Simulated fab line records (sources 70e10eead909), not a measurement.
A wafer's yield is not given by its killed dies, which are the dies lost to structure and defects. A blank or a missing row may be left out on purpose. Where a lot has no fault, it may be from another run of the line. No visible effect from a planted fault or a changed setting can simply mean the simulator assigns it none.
A struck lot beside a sound one || flow nand_harc || 44 out of 1159 route steps
Sound: the wafers L736.3, L736.4, L736.6. Wafers struck: L744.2, L744.4, L744.6. Last of all comes the cause.
Order at every step that has rows: each side's tool, ch and its chambers, its first start. Under that, the readings that differ: sound wafers || struck wafers || difference of the means || sigmas: that difference in standard deviations of wafers without a fault.
alike: readings whose means differ by less than 2 such deviations, and words and numbers that are the same on both sides. not compared: withheld readings, readings that some wafer has no value for, bounds like >300 that may hide the same value, and numbers for which the record gives no deviation and whose values overlap.
Wherever a step has rows on one side only, a row that says differs or no value, or a row with sigmas, the two part there. Numbers that don't overlap but have no deviation are shown without sigmas and don't part them. A reading that every wafer of one side lacks parts them only if that side has two wafers or more.

NHARC_P_GATE_CD_MEAS_46: the cd target is 720 nm.
  sound on cd_sem-02 ch 0, day 5 02:47; struck on cd_sem-02 ch 0, day 7 12:17
  alike: cd_nm
then, 1 step without rows for these wafers: NHARC_P_GATE_HARDBAKE_47 (time 80 s).
NHARC_P_GATE_DESCUM_48: chemistry O2, time 3 s.
  sound on rie_diel-01 ch 0,1,2, day 5 02:57; struck on rie_diel-01 ch 0,1, day 7 12:26
  alike: drypump_motor_current_A, mfc_ar_sccm, oes_product_au, rf_vpp_V, showerhead_plenum_p_Torr, throttle_valve_pct
  not compared: rf_hours_counter_h
then, 9 steps without rows for these wafers: NHARC_P_GATE_IMPLANT_49; NHARC_P_GATE_STRIP_111 (strips in N2/H2, time 250 s); NHARC_P_GATE_STRIP_75 (strips in O2); NHARC_P_GATE_STRIP_50 (strips in SPM, time 900 s); NHARC_P_GATE_DEHYDRATE_51 (time 120 s); NHARC_P_GATE_HMDS_52 (time 30 s); NHARC_P_GATE_COAT_53; NHARC_P_GATE_SOFTBAKE_54 (time 95 s); NHARC_P_GATE_EBR_55.
NHARC_P_GATE_EXPOSE_56: exposes mask P PSD, target cd 720 nm.
  struck on krf_scanner-02, day 7 13:55; sound on krf_scanner-02 ch 0, day 5 04:50
  no value came back on the struck wafers for exposure_dose_mJ_cm2, focus_offset_nm (nm); on the sound wafers exposure_dose_mJ_cm2 reads 14.811 14.801 14.798
  alike: mask
then, 2 steps without rows for these wafers: NHARC_P_GATE_PEB_57 (peb time 85 s); NHARC_P_GATE_DEVELOP_58 (time 70 s).
NHARC_P_GATE_CD_MEAS_59: the cd target is 720 nm.
  sound on cd_sem-02 ch 0, day 5 04:59; struck on cd_sem-01 ch 0, day 7 14:05
{"reading": "cd_nm (nm)", "sound": "718.2 718.2 717.7", "struck": "- - -", "difference": "no value on the struck wafers", "sigmas": ""}
then, 1 step without rows for these wafers: NHARC_P_GATE_HARDBAKE_60 (time 80 s).
NHARC_P_GATE_DESCUM_61: chemistry O2, time 3 s.
  sound on rie_diel-02 ch 1,2,3, day 5 05:08; struck on rie_diel-01 ch 2,3, day 7 14:20
  alike: drypump_motor_current_A, mfc_ar_sccm, oes_product_au, rf_vpp_V, showerhead_plenum_p_Torr, throttle_valve_pct
  not compared: rf_hours_counter_h
then, 2 steps without rows for these wafers: NHARC_P_GATE_IMPLANT_62; NHARC_P_GATE_STRIP_112 (strips in N2/H2, time 200 s).
NHARC_P_GATE_STRIP_76: strips in O2.
  sound on plasma_asher-02 ch 0,1, day 5 05:47; struck on plasma_asher-02 ch 0,1, day 7 14:58
  alike: drypump_motor_current_A, heater_power_w
  not compared: rf_hours_counter_h
then, 9 steps without rows for these wafers: NHARC_P_GATE_STRIP_63 (strips in SPM, time 900 s); NHARC_P_GATE_DEHYDRATE_83 (time 120 s); NHARC_P_GATE_HMDS_84 (time 30 s); NHARC_P_GATE_COAT_85; NHARC_P_GATE_SOFTBAKE_86 (time 95 s); NHARC_P_GATE_EBR_87; NHARC_P_GATE_EXPOSE_88 (exposes mask P HVN, target cd 2000 nm); NHARC_P_GATE_PEB_89 (peb time 85 s); NHARC_P_GATE_DEVELOP_90 (time 70 s).
NHARC_P_GATE_CD_MEAS_91: the cd target is 2000 nm.
  sound on cd_sem-01 ch 0, day 5 06:43; struck on cd_sem-03 ch 0, day 7 15:53
  alike: cd_nm
then, 1 step without rows for these wafers: NHARC_P_GATE_HARDBAKE_92 (time 80 s).
NHARC_P_GATE_DESCUM_93: chemistry O2, time 3 s.
  sound on rie_diel-01 ch 0,2,3, day 5 06:53; struck on rie_diel-02 ch 0,2,3, day 7 16:05
  alike: drypump_motor_current_A, mfc_ar_sccm, oes_product_au, rf_vpp_V, showerhead_plenum_p_Torr, throttle_valve_pct
  not compared: rf_hours_counter_h
then, 4 steps without rows for these wafers: NHARC_P_GATE_IMPLANT_94; NHARC_P_GATE_STRIP_113 (strips in N2/H2, time 740 s); NHARC_P_GATE_STRIP_95 (strips in O2); NHARC_P_GATE_STRIP_96 (strips in SPM, time 900 s).
NHARC_P_GATE_RTA_64: time 1 s.
  sound on rtp_anneal-01 ch 0, day 5 09:25; struck on rtp_anneal-01 ch 0, day 7 17:45
  alike: lamp_power_pct, wafer_temp_C_max
then, 4 steps without rows for these wafers: NHARC_P_GATE_ETCH_77 (etches SiO2 in dHF, target depth 6 nm); NHARC_P_GATE_DEGAS_109 (time 60 s); NHARC_P_GATE_PRE_CLEAN_110 (time 30 s); NHARC_P_GATE_SPUTTER_78 (material Ni, target thk 10 nm).
NHARC_P_GATE_INSPECT_68:
  sound: defect_inspect-01 at day 5 10:37; struck: defect_inspect-02 at day 7 18:58
{"reading": "raw_defect_count", "sound": "236 173 190", "struck": "1442 1433 1361", "difference": "+1212", "sigmas": "+16"}
-- record jumps: 14 days between struck wafers' starts before vs after; left off in module P_GATE, resumes in module END, first step shown is number 1159 of the route --
NHARC_END_SORT_01:
  sound on prober-01 ch 0, day 19 13:44; struck on prober-02 ch 0, day 21 14:43
{"reading": "killed_at_periphery", "sound": "2 7 3", "struck": "659 655 657", "difference": "+653", "sigmas": "+99 or more"}
{"reading": "killed_dies", "sound": "30 31 34", "struck": "677 677 677", "difference": "+645", "sigmas": "+65"}
  alike: killed_at_array, killed_at_other, killed_open, killed_short

WHERE THEY PART
At NHARC_P_GATE_EXPOSE_56 first; at NHARC_END_SORT_01 last (within this record only).

WHY: what had been put in by the simulator
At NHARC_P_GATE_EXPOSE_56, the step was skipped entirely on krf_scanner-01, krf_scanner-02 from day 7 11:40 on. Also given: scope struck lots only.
